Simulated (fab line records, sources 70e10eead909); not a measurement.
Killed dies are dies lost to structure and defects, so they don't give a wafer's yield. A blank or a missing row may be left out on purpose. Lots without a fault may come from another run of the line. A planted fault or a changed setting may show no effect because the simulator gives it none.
Chamber matching | flow nand_harc | NHARC_A_STAIRCASE_TRIM_12 on rie_diel-06: 4 sister chambers
The step chemistry O2, time 211.2 s. 4 wafers are shown with their chamber, then 10 later ones without.

WAFERS WITH THEIR CHAMBER
wafer  | chamber | drypump_motor_current_A (A)
L079.6 | 2       | 5.5
L091.3 | 0       | 6.5
L093.1 | 3       | 6.0
L093.3 | 1       | 6.0

WAFERS WITHOUT THEIR CHAMBER
wafer  | drypump_motor_current_A (A)
L093.4 | 5.5
L094.1 | 6.5
L094.2 | 6.0
L094.4 | 5.5
L096.1 | 6.5
L096.2 | 5.5
L096.6 | 6.0
L095.3 | 6.0
L095.4 | 6.5
L095.6 | 6.4

WHICH CHAMBER EACH WENT THROUGH
wafer  | from the rows above     | in truth
L093.4 | 2                       | 2
L094.1 | 0                       | 0
L094.2 | can't be placed: 1 or 3 | 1
L094.4 | 2                       | 2
L096.1 | 0                       | 0
L096.2 | 2                       | 2
L096.6 | can't be placed: 1 or 3 | 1
L095.3 | can't be placed: 1 or 3 | 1
L095.4 | 0                       | 0
L095.6 | 0                       | 0
Placed correctly: 7 of 10. Can't be placed from these rows: 3 (the true chamber is among the candidates in 3). Placed wrongly: 0.
How it was worked out, from the rows above alone: a wafer's distance from a chamber is the root of the sum, over the readings, of the square of ((its reading less the chamber's mean) divided by the reading's scatter). The wafer belongs to the nearest chamber; if the next one is less than 2 further off, it can't be placed. A chamber's mean is the mean of its shown wafers. The scatter: with one shown wafer a chamber, the root of the mean of the squares of how far each hidden wafer lies from its nearest shown one.
